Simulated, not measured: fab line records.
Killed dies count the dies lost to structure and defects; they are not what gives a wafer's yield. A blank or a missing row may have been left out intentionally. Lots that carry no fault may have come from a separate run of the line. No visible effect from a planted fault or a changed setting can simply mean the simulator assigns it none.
fab line records    flow n5_finfet
record lots=7  wafers=18  last_day=20
route steps=1938 shown BEOL_M7@1314 PASSIVATION@1936
lots with no fault: from the same line, run without faults
start_h: start of the lot's first displayed wafer, in hours after the record's first day    wait_h: hours from the lot's prior step to this one    " identical to the entry in the row above    L1.1+2: a single row standing in for several wafers    - value missing, or start not given    * or withheld: withheld    < > ~ a bound
route shown NAME@n: NAME is a module with steps in the file, n the number in the route of the first one    usual: the fault-free wafers' mean and standard deviation    same: alike in all rows    chamber/n: place in a boat    sites: the reading at each site    _std_site: their standard deviation    _edge_site: the outer-site mean with the inner-site mean subtracted    radius_mm: how far each site lies from the wafer's centre    mask NAME#n: copy n    behind: the last tool/chamber to shape the wafer    hold: why the lot was held/for how many hours/how that ended    device: the n, p or np transistor that did not switch    end of line: tests of these same wafers at the route's end    for a step that has no rows: nothing shown but its recipe    killed: the dies lost at the first sort to structure and to defects; this is not the yield of the wafer    map: a wafer's dies, marking killed ones x, the rest . and places with no die _
set.NAME: the setting the step ran with; set.NAME@STEP: the setting that earlier step ran with    model.NAME: the simulator's own value behind a step, which no gauge read
a table for each step, a row for each wafer; lots at some steps of the route
services: a tool's chamber out of use, with start hour (start_h, from the record's first day; less than 0 if before it), hours out, and reason
## steps
# step N5_BEOL_M7_PRECLEAN_42
# recipe chemistry=residue_remover  time_s=60  temp_c=40
# step N5_BEOL_M7_SRD_43
# recipe time_s=30  temp_c=23  rinse_liquid=diw  dry=ipa_marangoni
# step N5_BEOL_M7_CD_MEAS_35
# recipe target_cd_nm=40  polarity=opening
# usual cd_nm=40.1/0.56
lot.wafer  tool       chamber  start_h  wait_h  cd_nm
L345.1     cd_sem-01  -        214.01   0.0     40.3
L345.2     "          -        "        "       40.0
L345.3     "          -        "        "       40.6
L354.4     cd_sem-02  -        264.21   0.0     39.7
L354.5     "          -        "        "       40.3
L355.4     cd_sem-03  -        270.04   0.0     41.3
L355.5     "          -        "        "       40.8
L356.4     cd_sem-01  -        270.35   0.0     40.5
L356.5     "          -        "        "       39.7
L357.1     cd_sem-01  -        292.63   0.0     39.6
L357.2     "          -        "        "       39.7
L357.6     "          -        "        "       40.4
L358.1     cd_sem-01  -        300.38   0.0     40.1
L358.2     "          -        "        "       40.8
L358.4     "          -        "        "       40.3
L368.4     cd_sem-02  -        386.44   0.0     39.7
L368.5     "          -        "        "       40.0
L368.6     "          -        "        "       38.6
# step N5_BEOL_M7_CURE_75
# recipe temp_c=370  time_s=120  ambient=DMADMS/He  material=SiCOH_lowk
# usual lamp_power_pct=52.31/0.052  wafer_temp_C_max=371.8/0.74
lot.wafer  tool        chamber  start_h  wait_h  lamp_power_pct  wafer_temp_C_max
L345.1     uv_cure-02  1        214.05   0.0     52.29           371.1
L345.2     "           1        "        "       52.35           370.9
L345.3     "           1        "        "       52.26           371.1
L354.4     uv_cure-01  1        264.40   0.2     52.34           371.7
L354.5     "           1        "        "       52.26           371.1
L355.4     uv_cure-03  1        270.23   0.2     52.32           372.0
L355.5     "           1        "        "       52.36           372.1
L356.4     uv_cure-02  2        270.56   0.2     52.33           370.6
L356.5     "           2        "        "       52.32           370.7
L357.1     uv_cure-03  0        292.68   0.0     52.26           371.6
L357.2     "           0        "        "       52.31           373.0
L357.6     "           0        "        "       52.36           372.1
L358.1     uv_cure-03  0        300.42   0.0     52.31           371.8
L358.2     "           0        "        "       52.30           371.8
L358.4     "           0        "        "       52.37           372.1
L368.4     uv_cure-02  0        386.62   0.2     52.23           372.7
L368.5     "           0        "        "       52.30           372.2
L368.6     "           0        "        "       52.29           372.4
# step N5_BEOL_M7_DEGAS_44
# recipe ambient=vacuum  temp_c=250  time_s=60
# usual heater_power_w=342/33
lot.wafer  tool            chamber  start_h  wait_h  heater_power_w
L345.1     pvd_sputter-02  -        215.17   1.0     269
L345.2     "               -        "        "       328
L345.3     "               -        "        "       313
L354.4     pvd_sputter-01  -        266.23   1.8     342
L354.5     "               -        "        "       354
L355.4     pvd_sputter-02  -        270.45   0.2     333
L355.5     "               -        "        "       265
L356.4     pvd_sputter-01  -        271.73   1.1     342
L356.5     "               -        "        "       341
L357.1     pvd_sputter-03  -        293.23   0.5     308
L357.2     "               -        "        "       389
L357.6     "               -        "        "       383
L358.1     pvd_sputter-02  -        300.74   0.3     335
L358.2     "               -        "        "       409
L358.4     "               -        "        "       269
L368.4     pvd_sputter-03  -        386.81   0.1     309
L368.5     "               -        "        "       382
L368.6     "               -        "        "       311
# step N5_BEOL_M7_PRE_CLEAN_45
# recipe gas=H2/He  time_s=30  temp_c=250
# step N5_BEOL_M7_ALD_77
# recipe material=TaN  target_thk_a=20  temp_c=275  ald_precursor_family=PDMAT  ald_co_reactant=NH3  pressure_torr=3  carrier_flow_sccm=1500  pulse_time_s=2  purge_time_s=3  co_reactant_purge_time_s=2  co_reactant_pulse_time_s=3  ald_cycles=40  precursor_vessel_temp_c=75  precursor_vessel_pressure_torr=26.25  precursor_vessel_carrier_sccm=1000
# step N5_BEOL_M7_SURFACE_TREAT_79
# recipe gas=Ar  time_s=*  ion_energy_ev=*  ion_current_ma_cm2=0.5  pressure_mtorr=*  ar_flow_sccm=30
# usual throttle_valve_pct=*
lot.wafer  tool            chamber  start_h  wait_h  throttle_valve_pct
L345.1     pvd_sputter-01  -        215.57   0.2     *
L345.2     "               -        "        "       *
L345.3     "               -        "        "       *
L354.4     pvd_sputter-02  -        266.63   0.2     *
L354.5     "               -        "        "       *
L355.4     pvd_sputter-02  -        270.85   0.2     *
L355.5     "               -        "        "       *
L356.4     pvd_sputter-01  -        272.21   0.2     *
L356.5     "               -        "        "       *
L357.1     pvd_sputter-01  -        294.50   0.8     *
L357.2     "               -        "        "       *
L357.6     "               -        "        "       *
L358.1     pvd_sputter-03  -        301.36   0.3     *
L358.2     "               -        "        "       *
L358.4     "               -        "        "       *
L368.4     pvd_sputter-02  -        388.24   1.1     *
L368.5     "               -        "        "       *
L368.6     "               -        "        "       *
# step N5_BEOL_M7_CVD_78
# recipe material=Co  target_thk_a=20  temp_c=withheld  precursor=CCTBA/H2  pressure_torr=30  time_s=142.3
# step N5_BEOL_M7_SPUTTER_48
# recipe material=Cu  target_thk_a=100  temp_c=-20  bias_v=60  power_w=26000  chamber_pressure_pa=0.13  time_s=1.667
# usual bias_v=60.0/0.55  throttle_valve_pct=30.2/1
lot.wafer  tool            chamber  start_h  wait_h  bias_v  throttle_valve_pct
L345.1     pvd_sputter-02  -        215.83   0.1     60.2    29.7
L345.2     "               -        "        "       60.6    29.9
L345.3     "               -        "        "       61.1    28.3
L354.4     pvd_sputter-02  -        266.85   0.0     60.2    29.5
L354.5     "               -        "        "       59.9    29.4
L355.4     pvd_sputter-01  -        271.37   0.3     59.5    31.5
L355.5     "               -        "        "       59.4    31.3
L356.4     pvd_sputter-01  -        272.39   0.0     59.2    31.2
L356.5     "               -        "        "       60.1    31.5
L357.1     pvd_sputter-01  -        295.18   0.3     60.0    31.0
L357.2     "               -        "        "       60.1    31.5
L357.6     "               -        "        "       59.6    31.5
L358.1     pvd_sputter-03  -        302.00   0.3     59.9    29.5
L358.2     "               -        "        "       60.1    31.3
L358.4     "               -        "        "       60.8    31.0
L368.4     pvd_sputter-03  -        388.73   0.1     59.6    31.5
L368.5     "               -        "        "       60.2    29.5
L368.6     "               -        "        "       59.7    30.3
# step N5_BEOL_M7_ECD_50
# recipe material=Cu  target_thk_a=3000
# step N5_BEOL_M7_ANNEAL_51
# recipe temp_c=225  time_s=90  ambient=N2
# usual wafer_temp_C_max=226.0/0.34
lot.wafer  tool           chamber  start_h  wait_h  wafer_temp_C_max
L345.1     rtp_anneal-01  0        217.09   1.1     225.9
L345.2     "              0        "        "       225.6
L345.3     "              0        "        "       226.0
L354.4     rtp_anneal-01  0        267.19   0.2     225.6
L354.5     "              0        "        "       225.4
L355.4     rtp_anneal-01  0        271.72   0.2     225.6
L355.5     "              0        "        "       225.7
L356.4     rtp_anneal-01  0        272.74   0.2     225.8
L356.5     "              0        "        "       225.4
L357.1     rtp_anneal-01  0        295.39   0.1     226.1
L357.2     "              0        "        "       225.9
L357.6     "              0        "        "       225.8
L358.1     rtp_anneal-02  0        302.21   0.1     225.9
L358.2     "              0        "        "       226.0
L358.4     "              0        "        "       226.5
L368.4     rtp_anneal-02  0        389.24   0.3     226.5
L368.5     "              0        "        "       226.3
L368.6     "              0        "        "       226.8
# step N5_BEOL_M7_CMP_52
# recipe stop_on=SiCOH_lowk  t_overpolish_s=6.9  down_force_psi=1  platen_rpm=50  clearing_platen_down_force_psi=1.5  clearing_platen_rpm=50  post_cmp_clean=cu_alkaline  target_thk_nm=80  clearing_platen_pad_velocity_m_s=0.99484  pad_velocity_m_s=0.99484
# usual barrier_field_endpoint_s=28.8/0.7  motor_current_A=6.1/0.44  overpolish_run_s=6.900/0.0094  slurry_filter_dp_kPa=13.50/0.13  time_to_endpoint_s=62.0/2.6
lot.wafer  tool    chamber  start_h  wait_h  barrier_field_endpoint_s  motor_current_A  overpolish_run_s  slurry_filter_dp_kPa  time_to_endpoint_s
L345.2     cmp-03  0        217.43   0.2     29.2                      6.4              6.922             13.42                 66.2
L345.3     "       1        "        "       29.3                      5.5              6.900             13.44                 65.6
L345.1     "       2        "        "       28.2                      5.2              6.909             13.24                 62.8
L354.4     cmp-02  0        267.43   0.2     29.0                      5.8              6.883             13.56                 60.5
L354.5     "       2        "        "       15.7                      6.5              6.911             13.45                 32.4
L355.4     cmp-02  1        271.92   0.2     28.4                      6.1              6.915             13.34                 61.3
L355.5     "       1        "        "       15.7                      5.7              6.892             13.56                 33.6
L356.4     cmp-02  0        272.97   0.2     29.4                      6.1              6.897             13.57                 63.0
L356.5     "       3        "        "       15.6                      6.0              6.896             13.21                 32.0
L357.1     cmp-03  3        295.69   0.3     27.8                      6.0              6.899             13.49                 58.9
L357.2     "       2        "        "       28.3                      5.4              6.910             13.57                 60.3
L357.6     "       3        "        "       27.6                      6.0              6.893             13.44                 60.1
L358.1     cmp-04  2        302.51   0.3     28.9                      6.0              6.912             13.63                 61.9
L358.4     "       3        "        "       29.4                      5.8              6.900             13.53                 61.1
L358.2     "       1        "        "       27.8                      5.8              6.905             13.70                 54.5
L368.4     cmp-02  3        389.64   0.4     27.7                      6.1              6.881             13.31                 59.2
L368.5     "       2        "        "       28.0                      6.0              6.902             13.31                 58.5
L368.6     "       3        "        "       28.3                      5.8              6.904             13.43                 60.6
# step N5_PASSIVATION_PROBE_49
# usual defect_limited_yield=91.1/1.4  killed_at_M0_to_M3=32/9.3  killed_at_M4_up=13/5.8  killed_at_contacts=12/6.3  killed_at_front_end=44/12  killed_at_other=3.6/2.7  killed_dies=104/17  killed_open=69/13  killed_short=34/6.9  sort_bin_5_function=5.2/0.98  sort_bin_6_memory=3.3/0.59  sort_bin_8_speed=0.01/0.039  sort_n_pass=1075/17  sort_yield_pct=91.1/1.4
# same gross_dies=1180  killed_at_back_side=0  sort_bin_4_leakage[%]=0
lot.wafer  tool       chamber  start_h  wait_h  defect_limited_yield[%]  killed_at_M0_to_M3  killed_at_M4_up  killed_at_contacts  killed_at_front_end  killed_at_other  killed_dies  killed_open  killed_short  sort_bin_5_function[%]  sort_bin_6_memory[%]  sort_bin_8_speed[%]  sort_n_pass  sort_yield_pct[%]
L345.1     prober-01  -        287.94   0.0     89.7                     36                  16               8                   55                   6                121          86           34            5.6                     4.4                   0                    1059         89.7
L345.2     prober-01  -        287.99   0.1     88.8                     45                  15               13                  54                   5                132          80           50            6.8                     3.7                   0                    1048         88.8
L345.3     prober-01  -        288.04   0.1     90.3                     39                  9                9                   53                   4                114          65           49            4.8                     4.6                   0                    1066         90.3
L354.4     prober-02  -        340.47   0.2     93.6                     14                  9                16                  33                   4                76           42           33            3.7                     2.2                   0                    1104         93.6
L356.4     prober-02  -        351.43   0.2     91.8                     38                  3                12                  44                   0                97           61           36            5.8                     2.1                   0                    1083         91.8
L356.5     prober-02  -        351.48   0.2     92.3                     27                  9                13                  38                   4                91           56           34            4.7                     2.8                   0                    1089         92.3
L357.1     prober-02  -        360.80   0.0     93.4                     15                  17               17                  29                   0                78           55           23            4.3                     2.1                   0                    1102         93.4
L357.2     prober-02  -        360.85   0.1     90.8                     43                  12               19                  32                   2                108          65           35            5.0                     3.6                   0                    1072         90.8
L357.6     prober-02  -        361.05   0.3     92.8                     40                  8                7                   28                   2                85           52           32            4.0                     3.0                   0                    1095         92.8
L358.1     prober-01  -        375.31   0.0     90.2                     28                  9                20                  52                   7                116          89           26            5.8                     3.7                   0                    1064         90.2
L358.2     prober-01  -        375.36   0.1     89.4                     47                  7                26                  44                   1                125          86           37            6.3                     4.3                   0                    1055         89.4
L358.4     prober-01  -        375.46   0.2     91.4                     26                  4                20                  48                   3                101          60           38            4.7                     3.4                   0                    1079         91.4
# killed by level:class
L345.1 FIN_SAQP:geometric_particle:open=20 STI_FIN_REVEAL:geometric_particle:open=12 BEOL_M1:geometric_particle:open=10 BEOL_M0:geometric_particle:open=10 FIN_SAQP:geometric_particle:short=8 BEOL_M4:geometric_particle:open=7 MOL_CONTACT_COAG:geometric_particle:open=6 GATE_CUT:geometric_particle:short=5
L345.2 FIN_SAQP:geometric_particle:short=19 FIN_SAQP:geometric_particle:open=11 MOL_CONTACT_COAG:geometric_particle:open=11 BEOL_M0_SAQP:geometric_particle:open=9 BEOL_M0_SAQP:geometric_particle:short=8 BEOL_M1:geometric_particle:open=8 BEOL_M2:geometric_particle:open=8 STI_FIN_REVEAL:geometric_particle:open=6
L345.3 FIN_SAQP:geometric_particle:short=20 FIN_SAQP:geometric_particle:open=15 BEOL_M1:geometric_particle:open=10 BEOL_M0_SAQP:geometric_particle:short=7 MOL_CONTACT_COAG:geometric_particle:open=7 BEOL_M2:geometric_particle:short=7 STI_FIN_REVEAL:geometric_particle:open=6 BEOL_M0_SAQP:geometric_particle:open=6
L354.4 MOL_CONTACT_COAG:geometric_particle:open=12 FIN_SAQP:geometric_particle:open=8 FIN_SAQP:geometric_particle:short=8 MOL_CONTACT_COAG:geometric_particle:short=4 BEOL_M0_SAQP:geometric_particle:short=4 STI_FIN_REVEAL:geometric_particle:open=3 PASS1_CAP:geometric_particle:short=3 STARTING-WAFER:geometric_particle:open=3
L356.4 FIN_SAQP:geometric_particle:short=14 MOL_CONTACT_COAG:geometric_particle:open=11 FIN_SAQP:geometric_particle:open=10 BEOL_M3:geometric_particle:open=8 BEOL_M0_SAQP:geometric_particle:open=8 DUMMY_GATE:geometric_particle:open=7 BEOL_M0_SAQP:geometric_particle:short=7 BEOL_M1:geometric_particle:open=5
L356.5 MOL_CONTACT_COAG:geometric_particle:open=13 FIN_SAQP:geometric_particle:open=12 FIN_SAQP:geometric_particle:short=9 GATE_CUT:geometric_particle:short=5 BEOL_M1:geometric_particle:short=5 BEOL_M1:geometric_particle:open=4 STARTING-WAFER:geometric_particle:open=4 DUMMY_GATE:geometric_particle:open=3
L357.1 MOL_CONTACT_COAG:geometric_particle:open=13 BEOL_M4:geometric_particle:open=9 FIN_SAQP:geometric_particle:open=6 BEOL_M1:geometric_particle:open=5 FIN_SAQP:geometric_particle:short=4 STI_FIN_REVEAL:geometric_particle:open=4 DUMMY_GATE:geometric_particle:open=4 MOL_CONTACT_COAG:geometric_particle:short=4
L357.2 MOL_CONTACT_COAG:geometric_particle:open=13 BEOL_M0_SAQP:geometric_particle:open=9 BEOL_M0_SAQP:geometric_particle:short=8 BEOL_M4:geometric_particle:open=7 BEOL_M2:geometric_particle:open=7 BEOL_M3:geometric_particle:open=7 HKMG_FIN:area_etch=6 STI_FIN_REVEAL:geometric_particle:open=5
L357.6 BEOL_M2:geometric_particle:open=12 BEOL_M0_SAQP:geometric_particle:open=9 BEOL_M0_SAQP:geometric_particle:short=8 FIN_SAQP:geometric_particle:open=6 FIN_SAQP:geometric_particle:short=5 MOL_CONTACT_COAG:geometric_particle:open=5 BEOL_M4:geometric_particle:open=5 STARTING-WAFER:geometric_particle:open=4
L358.1 MOL_CONTACT_COAG:geometric_particle:open=17 FIN_SAQP:geometric_particle:open=16 STI_FIN_REVEAL:geometric_particle:open=15 BEOL_M2:geometric_particle:open=9 FIN_SAQP:geometric_particle:short=5 BEOL_M3:geometric_particle:open=5 DUMMY_GATE:geometric_particle:open=4 BEOL_M0_SAQP:geometric_particle:open=4
L358.2 MOL_CONTACT_COAG:geometric_particle:open=24 BEOL_M3:geometric_particle:open=13 FIN_SAQP:geometric_particle:open=10 BEOL_M0_SAQP:geometric_particle:open=9 FIN_SAQP:geometric_particle:short=8 BEOL_M0_SAQP:geometric_particle:short=8 STI_FIN_REVEAL:geometric_particle:open=7 ILD0:geometric_particle:short=7
L358.4 MOL_CONTACT_COAG:geometric_particle:open=13 DUMMY_GATE:geometric_particle:open=10 FIN_SAQP:geometric_particle:open=9 FIN_SAQP:geometric_particle:short=8 BEOL_M0_SAQP:geometric_particle:short=8 MOL_CONTACT_COAG:geometric_particle:short=7 BEOL_M2:geometric_particle:open=6 BEOL_M0_SAQP:geometric_particle:open=4
## services
tool            chamber  start_h  hours  kind
cmp-03          -        190.72   0.2    repair
uv_cure-03      -        193.14   3.6    repair
uv_cure-02      -        194.50   1.0    pm
cmp-03          -        210.84   0.7    repair
rtp_anneal-01   -        213.20   3.0    pm
uv_cure-02      -        218.70   7.5    pm
cmp-03          -        224.37   63.0   repair
cmp-02          -        224.86   4.0    pm
uv_cure-02      -        251.33   0.5    repair
uv_cure-03      -        265.96   2.8    repair
uv_cure-02      -        269.09   0.7    repair
cmp-02          -        287.83   1.1    repair
cmp-04          -        290.14   1.1    repair
cmp-02          -        297.46   1.7    repair
pvd_sputter-02  -        301.83   7.9    repair
cmp-02          -        304.38   24.4   pm
uv_cure-03      -        311.18   7.1    pm
cmp-02          -        342.36   1.7    repair
cmp-04          -        350.39   1.1    repair
uv_cure-03      -        352.31   0.3    repair
cmp-04          -        371.38   4.0    pm
uv_cure-02      -        377.91   2.1    pm
cmp-03          -        387.03   4.0    pm
cmp-04          -        388.05   2.7    repair
## key
first_sign step=N5_BEOL_M7_CMP_52  reading=barrier_field_endpoint_s  direction=down  sigmas=19  usual=28.8  struck=15.7
effect step=N5_BEOL_M7_CMP_52  reading=time_to_endpoint_s  direction=down  sigmas=11  usual=*  struck=*
met_at N5_BEOL_M7_CMP_52
struck_wafers L354.5,L355.5,L356.5
fault kind=process_parameter_drift  tool=cmp-02  chamber=-  onset_h=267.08  steps=N5_BEOL_M7_CMP_52  channel=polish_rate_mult  offset=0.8  shape=step  end_h=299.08  scope=struck_wafers_only
